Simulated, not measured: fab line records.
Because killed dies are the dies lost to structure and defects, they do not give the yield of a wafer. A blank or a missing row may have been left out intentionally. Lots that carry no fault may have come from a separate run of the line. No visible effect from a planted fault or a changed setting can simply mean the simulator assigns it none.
Which tool did it? ; flow nand harc ; Sampling: 6 lots, 18 wafers, 4 of 1302 route steps

WHAT EACH GAUGE READ, for each wafer
NHARC_A_CONTACT_CD_MEAS_42: target cd 300 nm.
lot;measured;on;cd nm (nm)
L958;day 21 20:41;cd sem-03;300.2 300.3 300.2
L963;day 24 01:05;cd sem-01;300.7 299.8 300.0
L967;day 25 03:01;cd sem-02;318.9 318.8 318.2
L970;day 27 10:49;cd sem-03;299.3 300.1 299.7
L976;day 28 10:57;cd sem-02;300.0 299.7 300.1
L978;day 29 23:09;cd sem-01;300.0 300.2 300.4

TOOL THAT RAN EACH LOT (tool first, then ch and the chambers of the sampled wafers, then the start)
lot;NHARC_A_WL_FILL_ALD_19;NHARC_A_CONTACT_DEP_28;NHARC_A_CONTACT_EXPOSE_39
L958;ald metal-03 ch 2,3, day 21 11:08;acl dep-01 ch 0, day 21 16:24;arfi scanner-02 ch 0, day 21 20:32
L963;ald metal-02 ch 1,2,3, day 23 18:35;acl dep-03 ch 0, day 23 20:06;arfi scanner-03 ch 0, day 24 00:57
L967;ald metal-04 ch 0,1,2, day 24 17:37;acl dep-01 ch 0, day 24 21:59;arfi scanner-03 ch 0, day 25 02:52
L970;ald metal-04 ch 0,1,3, day 27 04:23;acl dep-02 ch 0, day 27 05:55;arfi scanner-02 ch 0, day 27 10:40
L976;ald metal-03 ch 1,2,3, day 28 03:30;acl dep-02 ch 0, day 28 06:41;arfi scanner-01 ch 0, day 28 10:49
L978;ald metal-02 ch 0,1,3, day 29 16:44;acl dep-03 ch 0, day 29 18:16;arfi scanner-01 ch 0, day 29 23:01
- NHARC_A_WL_FILL_ALD_19: deposits TiN, target thk 2 nm, pulse time 3 s, ald cycles 100.
- NHARC_A_CONTACT_DEP_28: deposits aC, target thk 7000 nm.
- NHARC_A_CONTACT_EXPOSE_39: exposes mask A CC 3.

THE ANSWER, worked out from the rows above alone
Rule: usual is defined by the lots themselves. The widest of any qualifying gaps counts: lots, ordered by their means at a reading, are off when they make up no more than a third of the lots, leave a main group of 4 or more, and stand apart from it by 3 or more times the standard deviation of that group's means. Not used: any main group whose means are identical at the precision the tables above print for the reading. Also off: a lot with no number at a reading for which 4 or more lots have one. The other lots that the step has rows for count as sound.
Off, at NHARC_A_CONTACT_CD_MEAS_42 on cd nm: L967. Main group: mean 300.0 nm, sd 0.2.
If a tool, at a process step before that reading, ran all the lots that are off and no sound lot after the first of them, it fits. Gauges at NHARC_A_CONTACT_CD_MEAS_42: tried the same way as those tools. Undecided on this evidence; 2 tools fit (acl dep-01 at NHARC_A_CONTACT_DEP_28, arfi scanner-03 at NHARC_A_CONTACT_EXPOSE_39).

WHAT THE SIMULATOR HAD PUT IN
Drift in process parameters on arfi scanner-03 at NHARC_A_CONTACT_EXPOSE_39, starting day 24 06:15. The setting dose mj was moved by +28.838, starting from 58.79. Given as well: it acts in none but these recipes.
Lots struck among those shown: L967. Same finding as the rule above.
